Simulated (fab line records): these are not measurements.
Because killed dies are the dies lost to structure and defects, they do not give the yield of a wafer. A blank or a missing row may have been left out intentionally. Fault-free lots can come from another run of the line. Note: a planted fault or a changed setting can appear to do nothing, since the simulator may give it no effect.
Chamber matching / flow nand_harc / 4 sister chambers for NHARC_P_M2_DESCUM_14 on rie_diel-04
The step chemistry O2, time 3 s. 8 wafers are shown with their chamber, then 8 later ones without.

## EACH WAFER AND ITS CHAMBER
wafer=L241.3; chamber=3; drypump_motor_current_A (A)=5.84; oes_product_au (a.u.)=1.007
wafer=L246.3; chamber=3; drypump_motor_current_A (A)=5.82; oes_product_au (a.u.)=1.003
wafer=L247.3; chamber=0; drypump_motor_current_A (A)=6.23; oes_product_au (a.u.)=0.997
wafer=L247.6; chamber=2; drypump_motor_current_A (A)=6.21; oes_product_au (a.u.)=1.009
wafer=L248.3; chamber=1; drypump_motor_current_A (A)=5.68; oes_product_au (a.u.)=1.008
wafer=L248.4; chamber=0; drypump_motor_current_A (A)=6.22; oes_product_au (a.u.)=1.002
wafer=L248.5; chamber=2; drypump_motor_current_A (A)=6.23; oes_product_au (a.u.)=1.006
wafer=L255.1; chamber=1; drypump_motor_current_A (A)=5.64; oes_product_au (a.u.)=1.002

## WAFERS WITHOUT THEIR CHAMBER
wafer=L255.3; drypump_motor_current_A (A)=5.79; oes_product_au (a.u.)=1.003
wafer=L255.5; drypump_motor_current_A (A)=6.21; oes_product_au (a.u.)=1.001
wafer=L254.1; drypump_motor_current_A (A)=5.82; oes_product_au (a.u.)=1.000
wafer=L254.2; drypump_motor_current_A (A)=6.23; oes_product_au (a.u.)=1.012
wafer=L254.5; drypump_motor_current_A (A)=5.64; oes_product_au (a.u.)=1.000
wafer=L256.1; drypump_motor_current_A (A)=5.67; oes_product_au (a.u.)=0.990
wafer=L256.2; drypump_motor_current_A (A)=6.21; oes_product_au (a.u.)=0.995
wafer=L256.6; drypump_motor_current_A (A)=6.23; oes_product_au (a.u.)=0.996

## EACH ONE'S CHAMBER
wafer=L255.3; from the rows above=3; in truth=3
wafer=L255.5; from the rows above=can't be placed: 0 or 2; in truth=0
wafer=L254.1; from the rows above=3; in truth=3
wafer=L254.2; from the rows above=2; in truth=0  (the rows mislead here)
wafer=L254.5; from the rows above=1; in truth=1
wafer=L256.1; from the rows above=1; in truth=1
wafer=L256.2; from the rows above=0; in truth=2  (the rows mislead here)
wafer=L256.6; from the rows above=0; in truth=0
5 of 8 placed correctly. Cannot be placed on the basis of these rows: 1; the candidates contain the true chamber in 1. Number placed wrongly: 2.
How it was worked out, from the rows above alone: a wafer's distance from a chamber is the root of the sum, over the readings, of the square of ((its reading less the chamber's mean) divided by the reading's scatter). The wafer belongs to the nearest chamber; if the next one is less than 2 further off, it can't be placed. A chamber's mean is the mean of its shown wafers. The scatter: take each reading less its chamber's mean, square it, sum over the shown wafers, divide by the number of wafers less the number of chambers, and take the root.
